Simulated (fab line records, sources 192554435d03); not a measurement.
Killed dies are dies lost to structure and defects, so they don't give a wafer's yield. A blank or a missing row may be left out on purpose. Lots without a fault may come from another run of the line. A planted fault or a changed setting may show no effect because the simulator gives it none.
Chamber matching | flow n5_finfet | N5_MOL_CONTACT_COAG_ALD_123 on ald_sin-04: 4 sister chambers
The step deposits SiNx, target thk 5 nm, pulse time 1 s, purge time 2 s. 14 wafers are shown with their chamber, then 7 later ones without.

WAFERS WITH THEIR CHAMBER
wafer  | chamber | heater_power_w (W) | chamber_pressure_Torr (Torr) | precursor_pulse_height_rel
L075.1 | 0       | 807                | 1.997                        | 0.993
L075.3 | 2       | 825                | 2.002                        | 1.039
L075.6 | 2       | 819                | 2.000                        | 1.000
L078.2 | 0       | 807                | 2.001                        | 1.023
L078.4 | 1       | 696                | 1.996                        | 1.003
L078.6 | 2       | 832                | 1.997                        | 1.015
L081.1 | 1       | 713                | 2.001                        | 1.016
L081.2 | 0       | 823                | 2.003                        | 0.976
L081.5 | 1       | 688                | 1.998                        | 0.980
L083.2 | 2       | 835                | 2.003                        | 0.997
L083.3 | 3       | 777                | 1.995                        | 0.970
L083.4 | 0       | 813                | 2.004                        | 1.040
L086.3 | 1       | 684                | 1.999                        | 0.984
L086.4 | 3       | 768                | 2.000                        | 1.030

SIGNATURES (means of the wafers above)
reading                    | chamber 0 | chamber 1 | chamber 2 | chamber 3 | scatter within a chamber
heater_power_w             | 812.50    | 695.25    | 827.75    | 772.50    | 9.28
chamber_pressure_Torr      | 2.00125   | 1.99850   | 2.00050   | 1.99750   | 0.00274
precursor_pulse_height_rel | 1.00800   | 0.99575   | 1.01275   | 1.00000   | 0.025
Rule: a wafer's distance from a chamber is the root of the sum, over the readings, of the square of ((its reading less the chamber's mean) divided by the reading's scatter). The wafer belongs to the nearest chamber; if the next one is less than 2 further off, it can't be placed. The scatter: the root of (the sum of the squares of (reading less its chamber's mean) over the shown wafers, divided by (wafers less chambers)).

WAFERS WITHOUT THEIR CHAMBER
wafer  | heater_power_w (W) | chamber_pressure_Torr (Torr) | precursor_pulse_height_rel
L086.5 | 694                | 2.002                        | 0.993
L087.2 | 825                | 2.000                        | 0.987
L087.3 | 745                | 2.002                        | 1.016
L087.5 | 771                | 2.000                        | 1.009
L088.3 | 773                | 2.006                        | 0.987
L088.5 | 703                | 1.998                        | 1.034
L088.6 | 816                | 1.997                        | 0.989

WHICH CHAMBER EACH WENT THROUGH
wafer  | from the rows above     | in truth
L086.5 | 1                       | 1
L087.2 | can't be placed: 2 or 0 | 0
L087.3 | 3                       | 3
L087.5 | 3                       | 3
L088.3 | can't be placed: 3 or 0 | 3
L088.5 | 1                       | 1
L088.6 | can't be placed: 0 or 2 | 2
Placed correctly: 4 of 7. Can't be placed from these rows: 3 (the true chamber is among the candidates in 3). Placed wrongly: 0.
